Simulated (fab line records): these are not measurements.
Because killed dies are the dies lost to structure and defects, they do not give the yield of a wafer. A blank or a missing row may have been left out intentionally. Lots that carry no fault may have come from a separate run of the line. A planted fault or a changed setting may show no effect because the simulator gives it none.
fab line records -- flow n5-finfet
record lots=12, wafers=31, last-day=17
route steps=1938 shown BEOL_M11@1572 PASSIVATION@1936
lots untouched by any fault: they come from a run of this same line in which no faults occurred
start-h: hours from the record's first day to the start of the lot's first wafer shown -- wait-h: how many hours have passed since the lot's step before this one -- " identical to the entry in the row above -- L1.1+2: a single row standing in for several wafers -- - value missing, or start not given -- * or withheld: withheld -- < > ~ a bound
route shown NAME@n: NAME is a module with steps in the file, n the number in the route of the first one -- usual: mean and standard deviation over wafers with no fault -- same: alike in all rows -- chamber/n: place in a boat -- sites: each site's reading -- _std_site: the values' standard deviation -- _edge_site: outer sites' mean less inner sites' -- radius-mm: for every site, how far away it sits from the centre of the wafer -- mask NAME#n: copy n -- behind: the last tool/chamber to shape the wafer -- hold: the reason the lot was held/the length of the hold in hours/how it ended -- device: names the non-switching transistor (n, p or np) -- end of line: tests of these same wafers at the route's end -- a step with no rows: only its recipe -- killed: dies lost to structure and defects at the first sort, not the wafer's yield -- map: a wafer's dies, x killed, . not, _ none there
set.NAME: the run value of the setting; set.NAME@STEP: its run value at that earlier step -- model.NAME: the simulator's own value behind a step, which no gauge read
a sample of lots followed through the steps of the route, with each step as a table and each wafer as a row
services: when a tool's chamber went out of use (start-h, in hours from the record's first day, below 0 if earlier), for how many hours, and the reason
## steps
# step N5_BEOL_M11_ETCH_65
# recipe chemistry=CF4, target=SiARC, target-depth-a=390, mask-material=CAR-ArF, time-s=65, ion-energy-ev=80, pressure-mtorr=40, source-w=545, bias-w=36, Ar_flow_sccm=100, cf4-flow-sccm=100, ends=cleared
# usual bias-w=36.00/0.11, drypump-motor-current-A=5.9/0.37, etch-rf-on-time-s=64.0/2.7, oes-product-au=0.68/0.077, rf-vpp-V=183.9/1.3, showerhead-plenum-p-Torr=2.13/0.092, throttle-valve-pct=15.58/0.28
lot.wafer,tool,chamber,start-h,wait-h,bias-w,drypump-motor-current-A,etch-rf-on-time-s,oes-product-au,rf-hours-counter-h,rf-vpp-V,showerhead-plenum-p-Torr,throttle-valve-pct
L323.1,rie-diel-05,3,245.19,0.0,35.81,5.9,69.3,0.62,168,185.7,2.24,16.05
L323.4,rie-diel-05,0,245.19,0.0,35.94,5.5,61.7,0.74,77,182.5,2.09,15.27
L323.6,rie-diel-05,0,245.19,0.0,35.80,5.5,61.2,0.75,-,184.1,2.09,15.28
L322.2,rie-diel-06,1,257.51,0.0,36.16,5.8,66.1,0.60,237,182.8,2.03,15.97
L322.5,rie-diel-06,1,257.51,0.0,36.11,5.8,65.9,0.60,-,183.6,2.03,15.97
L322.6,rie-diel-06,0,257.51,0.0,35.93,6.3,68.3,0.71,-,184.4,2.15,15.53
L324.1,rie-diel-06,0,257.97,0.0,35.98,6.3,68.3,0.71,69,183.7,2.15,15.53
L324.4,rie-diel-06,3,257.97,0.0,36.00,6.4,61.6,0.79,33,183.3,2.09,15.02
L324.5,rie-diel-06,2,257.97,0.0,36.19,5.6,65.2,0.62,-,186.4,2.24,15.53
L325.1,rie-diel-05,2,258.00,0.0,36.01,6.0,64.7,0.63,155,182.2,1.97,15.34
L325.2,rie-diel-05,0,258.00,0.0,36.19,5.5,60.4,0.75,81,184.5,2.09,15.27
L325.3,rie-diel-05,3,258.00,0.0,36.01,5.9,68.7,0.63,171,184.1,2.24,16.06
L329.1,rie-diel-02,1,276.40,0.0,35.69,6.0,62.1,0.59,225,182.7,2.03,15.68
L329.5,rie-diel-02,3,276.40,0.0,36.09,6.2,62.7,0.70,-,183.0,2.08,15.45
L332.5,rie-diel-05,3,308.82,0.0,36.07,5.9,69.1,0.61,-,184.3,2.23,16.08
L336.4,rie-diel-02,2,321.59,0.0,36.15,5.7,65.3,0.70,84,184.2,2.25,15.66
L336.6,rie-diel-02,2,321.59,0.0,35.97,5.7,65.4,0.70,-,185.2,2.25,15.66
L337.3,rie-diel-02,3,326.69,0.0,36.10,6.2,62.6,0.68,123,183.5,2.08,15.49
L337.6,rie-diel-02,3,326.69,0.0,35.92,6.2,62.6,0.68,-,182.2,2.08,15.50
L342.1,rie-diel-02,0,358.70,0.0,35.95,5.2,63.5,0.61,208,184.5,2.12,15.74
L342.3,rie-diel-02,3,358.70,0.0,36.07,6.2,62.5,0.68,133,182.6,2.07,15.53
L342.6,rie-diel-02,3,358.70,0.0,35.97,6.2,62.3,0.68,-,182.1,2.07,15.54
L343.2,rie-diel-02,3,362.85,0.0,35.84,6.2,63.2,0.67,134,182.6,2.07,15.53
L343.3,rie-diel-02,0,362.85,0.0,36.12,5.2,63.5,0.61,210,183.9,2.12,15.75
L343.5,rie-diel-02,3,362.85,0.0,36.08,6.2,62.8,0.67,-,183.7,2.07,15.52
L341.1,rie-diel-05,3,365.18,0.0,35.97,5.9,70.0,0.60,208,185.2,2.22,16.11
L341.4,rie-diel-05,3,365.18,0.0,36.13,6.0,69.6,0.59,-,183.6,2.22,16.11
L341.5,rie-diel-05,2,365.18,0.0,36.06,6.0,64.5,0.62,-,182.2,1.95,15.40
L344.1,rie-diel-02,0,371.01,0.0,36.05,5.2,63.5,0.61,212,183.1,2.12,15.77
L344.2,rie-diel-02,1,371.01,0.0,36.10,6.0,60.2,0.85,5,185.0,2.27,15.28
L344.3,rie-diel-02,3,371.01,0.0,35.82,6.2,62.7,0.67,137,182.9,2.07,15.53
# step N5_BEOL_M11_STRIP_36
# recipe chemistry=N2/H2, power-w=450, temp-c=40, pressure-mtorr=20, rf-frequency-hz=6e+07, overash-fraction=0.3, bias-power-w=7, h2-frac=0.5, n2-flow-sccm=200, h2-flow-sccm=200
# usual drypump-motor-current-A=5.9/0.36, oes-product-au=0.79/0.088, rf-vpp-V=59.3/2, showerhead-plenum-p-Torr=2.51/0.12, throttle-valve-pct=23.61/0.3
lot.wafer,tool,chamber,start-h,wait-h,drypump-motor-current-A,oes-product-au,rf-hours-counter-h,rf-vpp-V,showerhead-plenum-p-Torr,throttle-valve-pct
L323.1,rie-diel-05,3,245.43,0.0,5.9,0.75,168,59.6,2.64,24.03
L323.4,rie-diel-05,0,245.43,0.0,5.5,0.86,77,57.6,2.46,23.12
L323.6,rie-diel-05,0,245.43,0.0,5.5,0.86,-,57.0,2.46,23.11
L322.2,rie-diel-06,1,257.74,0.0,5.7,0.71,238,57.9,2.39,23.97
L322.5,rie-diel-06,1,257.74,0.0,5.8,0.71,-,58.8,2.39,23.93
L322.6,rie-diel-06,0,257.74,0.0,6.3,0.86,-,59.3,2.57,23.65
L324.1,rie-diel-06,0,258.21,0.0,6.3,0.86,69,59.4,2.57,23.60
L324.4,rie-diel-06,3,258.21,0.0,6.5,0.87,33,63.5,2.49,23.31
L324.5,rie-diel-06,2,258.21,0.0,5.6,0.75,-,60.3,2.65,23.84
L325.1,rie-diel-05,2,258.24,0.0,6.0,0.73,155,58.7,2.34,23.38
L325.2,rie-diel-05,0,258.24,0.0,5.5,0.84,81,59.6,2.45,23.14
L325.3,rie-diel-05,3,258.24,0.0,5.9,0.75,171,55.5,2.64,24.00
L329.1,rie-diel-02,1,276.64,0.0,6.0,0.67,225,59.0,2.37,23.49
L329.5,rie-diel-02,3,276.64,0.0,6.2,0.81,-,58.3,2.43,23.47
L332.5,rie-diel-05,3,309.05,0.0,5.9,0.74,-,60.2,2.63,24.03
L336.4,rie-diel-02,2,321.83,0.0,5.7,0.83,84,58.5,2.69,23.96
L336.6,rie-diel-02,2,321.83,0.0,5.7,0.82,-,62.8,2.69,23.90
L337.3,rie-diel-02,3,326.92,0.0,6.2,0.79,123,58.3,2.43,23.50
L337.6,rie-diel-02,3,326.92,0.0,6.2,0.79,-,60.6,2.43,23.49
L342.1,rie-diel-02,0,358.94,0.0,5.2,0.70,208,58.7,2.49,23.46
L342.3,rie-diel-02,3,358.94,0.0,6.2,0.77,133,64.1,2.42,23.52
L342.6,rie-diel-02,3,358.94,0.0,6.2,0.80,-,58.2,2.42,23.50
L343.2,rie-diel-02,3,363.08,0.0,6.2,0.79,135,57.3,2.42,23.57
L343.3,rie-diel-02,0,363.08,0.0,5.3,0.72,210,59.3,2.49,23.43
L343.5,rie-diel-02,3,363.08,0.0,6.2,0.77,-,60.2,2.42,23.50
L341.1,rie-diel-05,3,365.41,0.0,5.9,0.73,208,59.9,2.62,24.11
L341.4,rie-diel-05,3,365.41,0.0,5.9,0.73,-,55.3,2.62,24.05
L341.5,rie-diel-05,2,365.41,0.0,6.0,0.70,-,59.3,2.32,23.46
L344.1,rie-diel-02,0,371.25,0.0,5.2,0.71,212,59.3,2.49,23.48
L344.2,rie-diel-02,1,371.25,0.0,6.0,0.96,5,57.6,2.67,23.40
L344.3,rie-diel-02,3,371.25,0.0,6.2,0.77,137,60.1,2.42,23.55
# step N5_BEOL_M11_SURFACE_TREAT_76
# recipe gas=Ar, time-s=*, ion-energy-ev=*, ion-current-ma-cm2=0.5, pressure-mtorr=*, ar-flow-sccm=30
# usual throttle-valve-pct=*
lot.wafer,tool,chamber,start-h,wait-h,throttle-valve-pct
L323.1,pvd-sputter-03,-,247.76,0.2,*
L323.4,pvd-sputter-03,-,247.76,0.2,*
L323.6,pvd-sputter-03,-,247.76,0.2,*
L322.2,pvd-sputter-02,-,258.96,0.2,*
L322.5,pvd-sputter-02,-,258.96,0.2,*
L322.6,pvd-sputter-02,-,258.96,0.2,*
L324.1,pvd-sputter-01,-,259.63,0.4,*
L324.4,pvd-sputter-01,-,259.63,0.4,*
L324.5,pvd-sputter-01,-,259.63,0.4,*
L325.1,pvd-sputter-01,-,259.67,0.2,*
L325.2,pvd-sputter-01,-,259.67,0.2,*
L325.3,pvd-sputter-01,-,259.67,0.2,*
L329.1,pvd-sputter-01,-,277.99,0.2,*
L329.5,pvd-sputter-01,-,277.99,0.2,*
L332.5,pvd-sputter-03,-,310.75,0.1,*
L336.4,pvd-sputter-02,-,323.12,0.3,*
L336.6,pvd-sputter-02,-,323.12,0.3,*
L337.3,pvd-sputter-01,-,328.46,0.4,*
L337.6,pvd-sputter-01,-,328.46,0.4,*
L342.1,pvd-sputter-02,-,360.42,0.2,*
L342.3,pvd-sputter-02,-,360.42,0.2,*
L342.6,pvd-sputter-02,-,360.42,0.2,*
L343.2,pvd-sputter-01,-,365.77,0.2,*
L343.3,pvd-sputter-01,-,365.77,0.2,*
L343.5,pvd-sputter-01,-,365.77,0.2,*
L341.1,pvd-sputter-02,-,366.63,0.2,*
L341.4,pvd-sputter-02,-,366.63,0.2,*
L341.5,pvd-sputter-02,-,366.63,0.2,*
L344.1,pvd-sputter-01,-,372.63,0.2,*
L344.2,pvd-sputter-01,-,372.63,0.2,*
L344.3,pvd-sputter-01,-,372.63,0.2,*
# step N5_BEOL_M11_CVD_75
# recipe material=Co, target-thk-a=20, temp-c=withheld, precursor=CCTBA/H2, pressure-torr=30, time-s=138.9
# usual run-length-s=161.8/0.46
lot.wafer,tool,chamber,start-h,wait-h,run-length-s
L323.1,cvd-co-02,1,247.82,0.0,162.0
L323.4,cvd-co-02,0,247.82,0.0,161.8
L323.6,cvd-co-02,2,247.82,0.0,161.2
L322.2,cvd-co-01,0,259.02,0.0,161.4
L322.5,cvd-co-01,2,259.02,0.0,162.6
L322.6,cvd-co-01,1,259.02,0.0,161.1
L324.1,cvd-co-01,0,259.70,0.1,161.3
L324.4,cvd-co-01,2,259.70,0.1,162.2
L324.5,cvd-co-01,1,259.70,0.1,162.0
L325.1,cvd-co-01,2,259.79,0.1,162.2
L325.2,cvd-co-01,0,259.79,0.1,161.4
L325.3,cvd-co-01,1,259.79,0.1,161.7
L329.1,cvd-co-01,0,278.07,0.1,164.1
L329.5,cvd-co-01,1,278.07,0.1,161.1
L332.5,cvd-co-01,2,310.83,0.1,162.2
L336.4,cvd-co-02,2,323.44,0.3,161.2
L336.6,cvd-co-02,1,323.44,0.3,162.2
L337.3,cvd-co-02,2,328.88,0.4,161.9
L337.6,cvd-co-02,0,328.88,0.4,161.6
L342.1,cvd-co-02,0,360.48,0.0,161.6
L342.3,cvd-co-02,2,360.48,0.0,161.6
L342.6,cvd-co-02,2,360.48,0.0,161.3
L343.2,cvd-co-01,1,365.83,0.0,161.3
L343.3,cvd-co-01,2,365.83,0.0,163.0
L343.5,cvd-co-01,1,365.83,0.0,161.6
L341.1,cvd-co-01,2,366.69,0.0,162.4
L341.4,cvd-co-01,1,366.69,0.0,161.1
L341.5,cvd-co-01,0,366.69,0.0,161.4
L344.1,cvd-co-01,2,372.73,0.1,162.2
L344.2,cvd-co-01,1,372.73,0.1,161.8
L344.3,cvd-co-01,0,372.73,0.1,161.5
# step N5_PASSIVATION_PROBE_49
# usual defect-limited-yield=91.1/1.4, killed_at_M0_to_M3=36/9.9, killed_at_M4_up=13/5.8, killed-at-contacts=14/5.9, killed-at-front-end=39/11, killed-at-other=3.4/2.9, killed-dies=105/17, killed-open=70/13, killed-short=34/7.3, sort_bin_5_function=5.3/1, sort_bin_6_memory=3.3/0.62, sort_bin_8_speed=0.01/0.057, sort-n-pass=1075/17
# same gross-dies=1180, killed-at-back-side=0, sort_bin_4_leakage[%]=0
lot.wafer,tool,chamber,start-h,wait-h,defect-limited-yield[%],killed_at_M0_to_M3,killed_at_M4_up,killed-at-contacts,killed-at-front-end,killed-at-other,killed-dies,killed-open,killed-short,sort_bin_5_function[%],sort_bin_6_memory[%],sort_bin_8_speed[%],sort-n-pass
L332.5,prober-01,-,353.91,0.2,89.4,26,19,15,57,8,125,84,40,6.9,3.3,0,1055
# killed by level:class
L332.5 FIN_SAQP:geometric-particle:open=19 MOL_CONTACT_COAG:geometric-particle:open=11 BEOL_M5:geometric-particle:open=9 STI_FIN_REVEAL:geometric-particle:open=6 GATE_CUT:geometric-particle:short=6 BEOL_M2:geometric-particle:open=6 FIN_SAQP:geometric-particle:short=5 GATE_CUT:geometric-particle:open=5
## services
tool,chamber,start-h,hours,kind
rie-diel-02,2,230.43,75.0,repair
rie-diel-02,-,257.21,15.6,pm
rie-diel-05,0,261.54,19.9,repair
rie-diel-06,2,264.89,6.7,repair
cvd-co-01,-,265.04,2.8,pm
rie-diel-02,0,278.05,4.4,repair
rie-diel-05,-,298.29,4.3,pm
rie-diel-06,2,307.35,1.8,repair
rie-diel-06,2,309.34,9.4,repair
rie-diel-05,1,325.31,-,clean
cvd-co-01,1,333.33,-,clean
cvd-co-01,1,333.33,22.0,scheduled-down
cvd-co-01,1,333.33,22.0,vent-cycle
rie-diel-02,1,337.28,-,clean
rie-diel-02,1,337.28,-,consumable-replace:focus-ring
rie-diel-02,1,337.28,-,consumable-replace:showerhead
rie-diel-02,1,337.28,20.4,scheduled-down
rie-diel-02,1,337.28,20.4,vent-cycle
rie-diel-02,3,348.17,1.7,repair
rie-diel-06,3,351.73,3.7,repair
cvd-co-02,-,364.98,6.0,pm
rie-diel-05,0,365.05,20.0,repair
rie-diel-06,0,370.50,2.6,repair
pvd-sputter-02,-,371.63,0.5,repair
## key
first-sign step=N5_BEOL_M11_CVD_75, reading=run-length-s, direction=up, sigmas=5, usual=*, struck=*
effect none on later readings
met-at N5_BEOL_M11_CVD_75
struck-lots L329
struck-wafers L329.1
not-acting-at N5_BEOL_M11_ETCH_65,N5_BEOL_M11_STRIP_36,N5_BEOL_M11_SURFACE_TREAT_76
onset-between 259.79 278.07
fault kind=process-parameter-drift, tool=cvd-co-01, chamber=-, onset-h=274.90, steps=N5_BEOL_M11_CVD_75, channel=time-s, offset=*, shape=step, end-h=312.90, scope=struck-wafers-only, acts-in=*, stated=*
